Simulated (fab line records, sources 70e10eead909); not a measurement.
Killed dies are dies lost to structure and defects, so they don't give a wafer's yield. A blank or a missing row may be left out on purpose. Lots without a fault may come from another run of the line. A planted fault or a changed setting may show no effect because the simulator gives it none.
fab line records | flow nand_harc
record lots=6 wafers=18 last_day=25
route steps=1159 shown A_BLC@967 END@1159
lots that met no fault: from a run of the same line without faults
start_h: hours from the record's first day to the start of the lot's first wafer shown | wait_h: hours since the lot's step before | " the same as in the row above | L1.1+2: a row that stands for several wafers | - no value, or no start given | * or withheld: withheld | < > ~ a bound
route shown NAME@n: a module of which the file shows steps, and the number in the route of the first | usual: mean/standard deviation of fault-free wafers | same: alike in all rows | chamber/n: place in a boat | sites: the reading at each site | _std_site: their standard deviation | _edge_site: outer sites' mean less inner sites' | radius_mm: how far each site lies from the wafer's centre | mask NAME#n: copy n | behind: the tool/chamber that last shaped the wafer | hold: why the lot was held/for how many hours/how that ended | device: the transistor (n, p or np) that didn't switch | end of line: the same wafers' tests at the end of the route | a step without rows: its recipe alone | killed: dies lost to structure and defects at the first sort, not the wafer's yield | map: a wafer's dies, x killed, . not, _ none there
set.NAME: the setting as run; set.NAME@STEP: as run at that earlier step | model.NAME: the simulator's own value behind a step, which no gauge read
lots at some steps of the route; a table a step, a row a wafer
services: from which hour (start_h, from the record's first day; less than 0 if before it) a tool's chamber was out of use, for how many hours, and why
## steps
# step NHARC_A_BLC_COAT_03
# recipe temp_c=225 time_s=65
# step NHARC_A_BLC_COAT_04
# recipe spin_rpm=1500 resist_thk_nm=90
# step NHARC_A_BLC_SOFTBAKE_05
# recipe temp_c=105 time_s=55
# step NHARC_A_BLC_EBR_06
# step NHARC_A_BLC_EXPOSE_07
# recipe na=1.35 target_cd_nm=100 dose_mj=67.97 mask_id=A_BLC
# step NHARC_A_BLC_PEB_08
# recipe peb_temp_c=100 peb_time_s=65
# step NHARC_A_BLC_DEVELOP_09
# recipe develop_time_s=35 dev_temp_c=23
# step NHARC_A_BLC_CD_MEAS_10
# recipe target_cd_nm=100 landing_energy_ev=500
# usual cd_nm=100.0/0.51
# columns lot.wafer tool chamber start_h wait_h cd_nm
L454.1 cd_sem-03 0 405.40 - 100.5
L454.3 " 0 " " 100.2
L454.4 " 0 " " 100.6
L457.2 cd_sem-01 0 411.89 - 100.3
L457.3 " 0 " " 100.8
L457.6 " 0 " " 100.0
L461.1 cd_sem-02 0 455.87 - 99.2
L461.3 " 0 " " 100.5
L461.4 " 0 " " 100.8
L466.1 cd_sem-01 0 472.45 - 99.6
L466.3 " 0 " " 99.6
L466.6 " 0 " " 100.6
L471.1 cd_sem-03 0 497.60 - 99.9
L471.3 " 0 " " 100.2
L471.4 " 0 " " 100.1
L476.1 cd_sem-02 0 531.96 - 100.1
L476.3 " 0 " " 101.0
L476.4 " 0 " " 100.0
# step NHARC_A_BLC_OVL_MEAS_11
# usual overlay_x_nm=-0.3/0.86 overlay_y_nm=0.0/0.89
# columns lot.wafer tool chamber start_h wait_h overlay_x_nm overlay_y_nm
L454.1 overlay-01 - 405.49 - -0.2 0.9
L454.3 " - " " 0.0 0.8
L454.4 " - " " -0.1 0.5
L457.2 overlay-01 - 411.98 - -0.2 1.0
L457.3 " - " " -0.5 0.9
L457.6 " - " " -0.1 0.3
L461.1 overlay-02 - 455.96 - -0.9 -1.2
L461.3 " - " " -1.5 -1.7
L461.4 " - " " -1.6 -1.3
L466.1 overlay-01 - 472.54 - -1.7 -0.9
L466.3 " - " " -1.2 -1.1
L466.6 " - " " -2.0 -1.2
L471.1 overlay-01 - 497.69 - -0.7 -0.4
L471.3 " - " " -0.5 -1.2
L471.4 " - " " -0.8 -1.1
L476.1 overlay-01 - 532.05 - 1.2 -1.1
L476.3 " - " " 1.4 -0.1
L476.4 " - " " 1.1 -0.1
# step NHARC_A_BLC_INSPECT_12
# usual raw_defect_count=31/14
# columns lot.wafer tool chamber start_h wait_h raw_defect_count
L454.1 defect_inspect-02 - 405.53 0.0 27
L454.3 " - " " 32
L454.4 " - " " 27
L457.2 defect_inspect-02 - 412.02 0.0 27
L457.3 " - " " 43
L457.6 " - " " 46
L461.1 defect_inspect-01 - 456.00 0.0 24
L461.3 " - " " 41
L461.4 " - " " 45
L466.1 defect_inspect-02 - 472.58 0.0 47
L466.3 " - " " 40
L466.6 " - " " 38
L471.1 defect_inspect-01 - 497.73 0.0 25
L471.3 " - " " 22
L471.4 " - " " 15
L476.1 defect_inspect-02 - 532.08 0.0 44
L476.3 " - " " 57
L476.4 " - " " 38
# step NHARC_A_BLC_DESCUM_15
# recipe time_s=3 o2_flow_sccm=200 ar_flow_sccm=0 bias_power_w=0 chemistry=O2
# usual drypump_motor_current_A=5.9/0.45 oes_product_au=1.004/0.0089 rf_vpp_V=57.8/0.96 showerhead_plenum_p_Torr=1.89/0.07 throttle_valve_pct=11.311/0.0091
# columns lot.wafer tool chamber start_h wait_h drypump_motor_current_A oes_product_au rf_hours_counter_h rf_vpp_V showerhead_plenum_p_Torr throttle_valve_pct
L454.1 rie_diel-02 3 405.59 0.1 6.6 1.006 8 56.3 1.84 11.306
L454.3 " 0 " " 5.8 0.995 7 57.9 1.82 11.309
L454.4 " 2 " " 5.6 1.014 - 59.4 1.98 11.320
L457.3 rie_diel-12 0 412.08 0.1 6.3 1.009 3 59.3 1.84 11.307
L457.2 " 3 " " 6.0 1.010 2 58.8 1.94 11.310
L457.6 " 1 " " 5.1 1.018 - 58.8 1.87 11.313
L461.1 rie_diel-02 2 456.06 0.1 5.6 1.006 14 59.8 1.98 11.310
L461.3 " 3 " " 6.6 0.994 15 57.0 1.84 11.299
L461.4 " 1 " " 5.9 0.996 12 57.5 1.84 11.308
L466.3 rie_diel-02 1 472.64 0.1 5.9 0.990 13 57.0 1.84 11.323
L466.1 " 0 " " 5.8 0.991 15 55.6 1.82 11.308
L466.6 " 1 " " 5.9 0.992 - 58.0 1.84 11.305
L471.4 rie_diel-12 2 497.79 0.1 6.2 1.001 10 58.1 2.00 11.321
L471.1 " 0 " " 6.3 1.007 10 58.5 1.84 11.318
L471.3 " 1 " " 5.2 1.008 10 57.6 1.87 11.324
L476.4 rie_diel-05 0 532.25 0.2 5.9 1.002 2 58.6 1.84 11.306
L476.1 " 1 " " 5.3 0.995 2 56.6 1.79 11.301
L476.3 " 2 " " 6.7 0.996 2 59.0 1.97 11.311
# step NHARC_A_BLC_ETCH_16
# recipe target_depth_a=390 over_etch_frac=0.3 time_s=65 ion_energy_ev=80 cf4_flow_sccm=150 ar_flow_sccm=0 rf_w=300 bias_w=100 chemistry=CF4
# usual drypump_motor_current_A=5.9/0.43 oes_product_au=1.003/0.0084 rf_vpp_V=151.0/1.1 run_length_s=86.4/0.5 showerhead_plenum_p_Torr=1.75/0.058 throttle_valve_pct=13.283/0.0091
# columns lot.wafer tool chamber start_h wait_h drypump_motor_current_A oes_product_au rf_hours_counter_h rf_vpp_V run_length_s showerhead_plenum_p_Torr throttle_valve_pct
L454.1 rie_diel-02 2 405.69 0.1 5.6 1.008 7 151.3 86.7 1.83 13.266
L454.3 " 3 " " 6.6 1.008 8 150.8 86.1 1.71 13.297
L454.4 " 0 " " 5.8 0.985 - 149.7 86.7 1.69 13.290
L457.2 rie_diel-12 3 412.16 0.1 5.9 1.008 2 153.0 86.6 1.79 13.286
L457.3 " 0 " " 6.3 1.014 3 151.4 86.8 1.71 13.295
L457.6 " 0 " " 6.3 1.013 - 150.2 87.1 1.71 13.301
L461.1 rie_diel-02 0 456.14 0.1 5.8 1.002 14 150.7 87.2 1.69 13.283
L461.3 " 1 " " 5.8 1.018 12 150.7 86.2 1.71 13.296
L461.4 " 3 " " 6.6 1.012 15 150.5 86.2 1.71 13.293
L466.1 rie_diel-02 1 472.73 0.1 5.9 1.000 13 151.7 86.3 1.71 13.275
L466.3 " 3 " " 6.6 1.001 17 150.2 86.0 1.71 13.301
L466.6 " 1 " " 5.9 0.994 - 149.8 86.3 1.71 13.284
L471.4 rie_diel-12 3 497.88 0.1 6.0 0.996 10 151.2 86.6 1.79 13.279
L471.3 " 0 " " 6.3 1.001 10 149.0 86.5 1.70 13.274
L471.1 " 1 " " 5.1 1.007 10 150.5 85.5 1.73 13.277
L476.3 rie_diel-05 3 532.41 0.1 5.7 0.989 2 150.8 86.5 1.68 13.275
L476.4 " 1 " " 5.3 0.987 2 150.8 86.2 1.66 13.294
L476.1 " 2 " " 6.7 0.993 2 152.3 86.2 1.82 13.282
# step NHARC_A_BLC_ETCH_17
# recipe target_depth_a=3900 over_etch_frac=0.25 time_s=609.38 ion_energy_ev=200 n2_flow_sccm=150 h2_flow_sccm=150 ar_flow_sccm=0 rf_w=400 bias_w=150 chemistry=N2/H2
# usual drypump_motor_current_A=6.0/0.43 oes_product_au=1.003/0.0086 rf_vpp_V=429.8/2.2 run_length_s=630.8/0.48 showerhead_plenum_p_Torr=2.02/0.076 throttle_valve_pct=14.171/0.0095
# columns lot.wafer tool chamber start_h wait_h drypump_motor_current_A oes_product_au rf_hours_counter_h rf_vpp_V run_length_s showerhead_plenum_p_Torr throttle_valve_pct
L454.1 rie_diel-02 2 405.79 - 5.6 1.017 7 431.7 631.3 2.12 14.172
L454.3 " 0 " " 5.8 0.996 7 427.2 631.3 1.94 14.190
L454.4 " 2 " " 5.6 1.015 - 432.4 631.1 2.12 14.170
L457.2 rie_diel-12 3 412.30 - 6.0 0.992 3 429.9 631.5 2.06 14.157
L457.3 " 1 " " 5.2 1.012 3 429.3 630.4 1.99 14.171
L457.6 " 2 " " 6.2 1.005 - 433.7 630.0 2.14 14.171
L461.3 rie_diel-02 0 456.24 - 5.8 1.001 14 425.4 559.5 1.93 14.167
L461.4 " 1 " " 5.9 1.004 12 429.5 558.7 1.96 14.173
L461.1 " 3 " " 6.6 1.001 15 427.4 558.3 1.96 14.166
L466.1 rie_diel-02 0 472.82 - 5.8 0.999 15 427.7 559.1 1.93 14.163
L466.3 " 2 " " 5.6 1.013 15 432.9 559.2 2.11 14.171
L466.6 " 0 " " 5.8 0.994 - 426.8 559.5 1.93 14.173
L471.1 rie_diel-12 0 497.97 - 6.3 1.010 10 428.5 630.9 1.96 14.170
L471.4 " 1 " " 5.2 1.014 10 428.9 630.1 1.99 14.157
L471.3 " 3 " " 6.0 1.003 10 432.0 631.2 2.06 14.199
L476.3 rie_diel-05 3 532.61 - 5.7 0.978 2 427.4 631.2 1.93 14.170
L476.4 " 0 " " 5.9 1.006 2 429.0 631.2 1.96 14.190
L476.1 " 1 " " 5.3 0.989 2 425.7 630.5 1.91 14.180
# step NHARC_A_BLC_ETCH_18
# recipe target_depth_a=9100 c4f8_flow_sccm=20 o2_flow_sccm=10 ar_flow_sccm=withheld rf_w=600 bias_w=1500 chemistry=C4F8/O2/Ar
# usual oes_product_au=0.956/0.022 rf_vpp_V=977/4.7
# columns lot.wafer tool chamber start_h wait_h oes_product_au rf_hours_counter_h rf_vpp_V
L454.3 rie_diel-02 0 - - 0.964 7 972
L454.1 " 2 " " 0.969 7 983
L454.4 " 2 " " 0.974 - 984
L457.3 rie_diel-12 3 - - 0.925 3 979
L457.2 " 1 " " 0.930 3 975
L457.6 " 3 " " 0.927 - 980
L461.4 rie_diel-02 1 - - 0.979 12 973
L461.3 " 2 " " 0.979 14 984
L461.1 " 3 " " 0.958 15 974
L466.1 rie_diel-02 0 - - 0.906 16 972
L466.3 " 1 " " 0.931 14 973
L466.6 " 1 " " 0.924 - 974
L471.3 rie_diel-12 2 - - 0.968 10 985
L471.4 " 0 " " 0.971 10 971
L471.1 " 1 " " 0.985 10 974
L476.1 rie_diel-05 0 - - 0.942 3 972
L476.3 " 2 " " 0.948 2 983
L476.4 " 3 " " 0.945 3 970
# step NHARC_END_SORT_01
# recipe temp_c=25
# usual killed_at_array=29/11 killed_at_other=0.5/0.8 killed_at_periphery=3.5/2.8 killed_dies=33/12 killed_open=3.1/1.8 killed_short=1.8/1.4
# same gross_dies=677
# columns lot.wafer tool chamber start_h wait_h killed_at_array killed_at_other killed_at_periphery killed_dies killed_open killed_short
L454.1 prober-02 0 468.81 2.5 29 0 8 37 5 3
L454.3 prober-02 0 470.40 3.1 32 3 3 38 7 2
L454.4 prober-02 0 471.19 3.4 26 0 5 31 4 2
# killed by level:class
L454.1 A_CHANNEL_HOLE_D1:chamber_film_flake=11 A_SLIT:chamber_film_flake=6 A_CONTACT:chamber_film_flake=4 P_STI:chamber_film_flake=3 P_M1:chamber_film_flake=3 A_STAIRCASE:chamber_film_flake=2 P_STI:geometric_particle:open=1 P_CONTACT:geometric_particle:open=1
L454.3 A_CHANNEL_HOLE_D1:chamber_film_flake=10 A_SLIT:chamber_film_flake=9 A_WL_FILL:chamber_film_flake=4 THIN_TSV:chamber_film_flake=3 A_CONTACT:geometric_particle:open=2 A_M0:geometric_particle:open=2 P_CONTACT:geometric_particle:open=1 A_CHANNEL_FILL_D1:geometric_particle:short=1
L454.4 A_CHANNEL_HOLE_D1:chamber_film_flake=9 A_SLIT:chamber_film_flake=8 A_WL_FILL:chamber_film_flake=3 P_STI:chamber_film_flake=2 P_GATE:geometric_particle:short=1 A_SOURCE_PLATE:geometric_particle:short=1 A_WL_FILL:geometric_particle:open=1 A_CONTACT:geometric_particle:open=1
## services
# columns tool chamber start_h hours kind
rie_diel-02 0 386.35 - clean
rie_diel-02 1 386.35 - clean
rie_diel-02 2 386.35 - clean
rie_diel-02 3 386.35 - clean
rie_diel-02 1 397.78 13.9 repair
rie_diel-12 3 398.60 5.4 repair
rie_diel-02 0 410.85 - clean
rie_diel-02 2 410.85 - clean
rie_diel-02 3 410.85 - clean
rie_diel-02 0 413.59 10.8 repair
rie_diel-02 0 435.35 - clean
rie_diel-02 1 435.35 - clean
rie_diel-02 2 435.35 - clean
rie_diel-02 3 435.35 - clean
rie_diel-02 0 459.88 - clean
rie_diel-02 1 459.88 - clean
rie_diel-05 3 470.76 15.7 repair
rie_diel-02 1 473.96 2.9 repair
rie_diel-02 - 505.30 9.0 pm
rie_diel-05 3 506.52 10.3 repair
rie_diel-05 2 507.79 8.8 repair
rie_diel-12 0 511.65 4.0 repair
rie_diel-05 - 518.61 9.0 pm
rie_diel-02 - 519.22 0.8 repair
## key
first_sign step=NHARC_A_BLC_ETCH_17 reading=run_length_s direction=down sigmas=99+ usual=* struck=*
effect none on later readings
met_at NHARC_A_BLC_ETCH_17
struck_wafers L461.1,L461.3,L461.4,L466.1,L466.3,L466.6
tester_left_out L461,L466
onset_between 405.79 456.24
fault kind=process_parameter_drift tool=rie_diel-02 chamber=- onset_h=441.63 steps=NHARC_A_BLC_ETCH_17 channel=time_s offset=* shape=step end_h=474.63 acts_in=* stated=*
# tester_left_out: of these lots the tester's yield and bins aren't shown, on N5 and GAA mostly nor the transistor test; their killed dies are dies lost to structure and defects alone, not to doping, threshold or leakage, so they don't give the yield
